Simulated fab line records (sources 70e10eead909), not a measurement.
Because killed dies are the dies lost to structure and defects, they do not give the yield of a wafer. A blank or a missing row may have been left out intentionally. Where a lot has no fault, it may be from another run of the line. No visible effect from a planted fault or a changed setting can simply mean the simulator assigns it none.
Which of the tools did it? | flow nandHarc | 6 lots with 18 wafers sampled at 4 steps, on a route of 1302 steps

WHAT THE GAUGES READ, wafer by wafer
NHARC_A_BLC_CD_MEAS_10: the cd target is 100 nm.
lot  | measured     | on       | cdNm (nm)
L662 | day 24 18:43 | cdSem-02 | 99.6 100.0 100.4
L665 | day 26 01:15 | cdSem-01 | 97.7 97.7 98.0
L674 | day 29 08:22 | cdSem-01 | 100.4 100.7 100.7
L676 | day 30 06:49 | cdSem-03 | 99.0 98.3 98.8
L678 | day 30 13:18 | cdSem-02 | 100.1 99.9 100.0
L681 | day 32 10:28 | cdSem-01 | 99.5 99.3 99.5

WHAT TOOL EACH LOT RAN ON (gives the tool, then ch and the chambers of the sampled wafers, and finally the start)
lot  | NHARC_A_CONTACT_ETCH_30                      | NHARC_A_CONTACT_ETCH_92           | NHARC_A_BLC_DEVELOP_09
L662 | rieDiel-12 ch 0,3, day 24 15:34 or earlier   | rieDiel-12 ch 2,3, day 24 15:34   | lithoTrack-06 ch 0, day 24 18:00
L665 | rieDiel-04 ch 0,1,2, day 25 21:56 or earlier | rieDiel-12 ch 0,1,3, day 25 21:56 | lithoTrack-06 ch 0, day 26 01:00
L674 | rieDiel-12 ch 0,3, day 29 05:13 or earlier   | rieDiel-07 ch 0,1, day 29 05:13   | lithoTrack-04 ch 0, day 29 08:00
L676 | rieDiel-12 ch 0,2,3, day 30 03:39 or earlier | rieDiel-12 ch 1,2,3, day 30 03:39 | lithoTrack-06 ch 0, day 30 06:00
L678 | rieDiel-12 ch 0,1, day 30 09:24 or earlier   | rieDiel-12 ch 2,3, day 30 09:24   | lithoTrack-01 ch 0, day 30 13:00
L681 | rieDiel-12 ch 0,1,2, day 32 07:13 or earlier | rieDiel-12 ch 0,2,3, day 32 07:13 | lithoTrack-04 ch 0, day 32 10:00
- NHARC_A_CONTACT_ETCH_30: etches the open film in CF4/CHF3, target depth 72.6 nm, time 36.3 s.
- NHARC_A_CONTACT_ETCH_92: etches the open film in CH3F/O2, target depth 40 nm, time 85.7 s.
- NHARC_A_BLC_DEVELOP_09: develop time 35 s.

THE ANSWER, worked out from the rows above alone
Rule: what is usual is taken from the lots themselves. The widest of any qualifying gaps counts: lots, ordered by their means at a reading, are off when they make up no more than a third of the lots, leave a main group of 4 or more, and stand apart from it by 3 or more times the standard deviation of that group's means. The tables above print the reading to a certain number of digits; a main group whose means all agree to those digits is not used. A lot without any number at a reading at which 4 lots or more have one is off too. All remaining lots with rows at the step are treated as sound.
Across all readings shown, no lot is off: no conclusion can be drawn from this.

WHAT WAS PUT IN BY THE SIMULATOR
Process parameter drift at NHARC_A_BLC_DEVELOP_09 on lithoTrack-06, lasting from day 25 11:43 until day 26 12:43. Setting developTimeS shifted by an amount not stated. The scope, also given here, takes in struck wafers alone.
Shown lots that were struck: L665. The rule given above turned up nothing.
